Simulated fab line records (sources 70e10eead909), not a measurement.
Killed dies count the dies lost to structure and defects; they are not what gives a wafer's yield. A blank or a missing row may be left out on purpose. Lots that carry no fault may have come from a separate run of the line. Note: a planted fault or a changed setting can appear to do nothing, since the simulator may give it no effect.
A struck lot beside a sound one :: flow nand-harc :: 15 steps out of a route of 1302
Sound: the wafers L646.3, L646.4, L646.5. Struck: wafer L643.1 (left out: L643.2, L643.5 of the same lot, which were not struck); the cause appears at the end.
Per side, at each step with rows, come the tool, then ch with its chambers, and then its first start. Under that, the readings that differ: sound wafers :: struck wafers :: difference of the means :: sigmas: that difference in standard deviations of wafers without a fault.
alike: a reading whose means differ by less than 2 such deviations, as well as words and numbers matching on both sides. not compared: withheld readings; readings where some wafer has no value; bounds like >300 that might hide an equal value; numbers whose values overlap and for which the record gives no deviation.
A row with sigmas, a row that says differs or no value, or rows on one side alone: a step with any of these is where the two part. Numbers that have no deviation but don't overlap get no sigmas and don't part them. A reading that every wafer of one side lacks parts them only if that side has two wafers or more.

NHARC_A_DECK1_JOINT_CMP_02: polishes SiOx.
  sound on cmp-04 ch 1,3, day 16 10:40; struck on cmp-01 ch 2, day 14 07:18
  alike: motor-current-A, slurry-flow-ml-min
  not compared: pad-life-wafers
following that, these wafers have no rows for 1 step: NHARC_A_DECK1_JOINT_SRD_15.
NHARC_A_DECK1_JOINT_DEP_16: deposits SiO2, target thk 45 nm.
  sound on pecvd-01 ch 0,1, day 16 11:02; struck on pecvd-04 ch 0, day 14 07:46
  alike: chamber-pressure-Torr, heater-power-w, throttle-valve-pct
NHARC_A_DECK1_JOINT_THK_MEAS_17: measures by ellipsometry.
  sound on film-metro-01, day 16 11:19; struck on film-metro-01, day 14 08:01
  alike: thk-nm
NHARC_A_DECK1_JOINT_INSPECT_05:
  sound on defect-inspect-02, day 16 11:20; struck on defect-inspect-01, day 14 08:03
  alike: raw-defect-count
after that, 1 step with no rows for these wafers: NHARC_A_ONON_D2_DEP_00 (target thk 1000 nm).
NHARC_A_ONON_D2_THK_MEAS_02: measures by ellipsometry.
  sound on film-metro-02, day 16 11:55; struck on film-metro-01, day 14 08:38
reading: thk-nm (nm)
sound: 989 988 987
struck: 1009
difference: +21
sigmas: +2
after that, 1 step with no rows for these wafers: NHARC_A_ONON_D2_DEP_03 (target thk 1000 nm).
NHARC_A_ONON_D2_THK_MEAS_05: measures by ellipsometry.
  sound on film-metro-01, day 16 12:29; struck on film-metro-01, day 14 09:13
  alike: thk-nm
after that, 1 step with no rows for these wafers: NHARC_A_ONON_D2_DEP_06 (target thk 1000 nm).
NHARC_A_ONON_D2_THK_MEAS_08: measures by ellipsometry.
  sound on film-metro-01, day 16 13:03; struck on film-metro-01, day 14 09:47
  alike: thk-nm
NHARC_A_ONON_D2_DEP_09: target thk 1000 nm.
  sound on pecvd-onon-03 ch 0, day 16 13:13; struck on pecvd-onon-01 ch 0, day 14 09:50
  alike: n2o-flow-sccm
NHARC_A_ONON_D2_THK_MEAS_11: measures by ellipsometry.
  sound on film-metro-01, day 16 13:37; struck on film-metro-01, day 14 10:22
reading: thk-nm (nm)
sound: 1007 1006 1006
struck: 689
difference: -317
sigmas: -29
after that, 1 step with no rows for these wafers: NHARC_A_ONON_D2_DEP_12 (target thk 1000 nm).
-- record jumps: 13 days between struck wafers' starts before vs after; left off in module A_ONON_D2, resumes in module END, first step shown is number 1302 of the route --
NHARC_END_SORT_01:
  only the struck wafers appear in the record here, on prober-01 ch 0 at day 27 13:06; the sound ones have no rows

== WHERE THEY PART ==
Last at NHARC_END_SORT_01 as far as this record goes, first at NHARC_A_ONON_D2_THK_MEAS_02.

WHY: the cause the simulator had injected
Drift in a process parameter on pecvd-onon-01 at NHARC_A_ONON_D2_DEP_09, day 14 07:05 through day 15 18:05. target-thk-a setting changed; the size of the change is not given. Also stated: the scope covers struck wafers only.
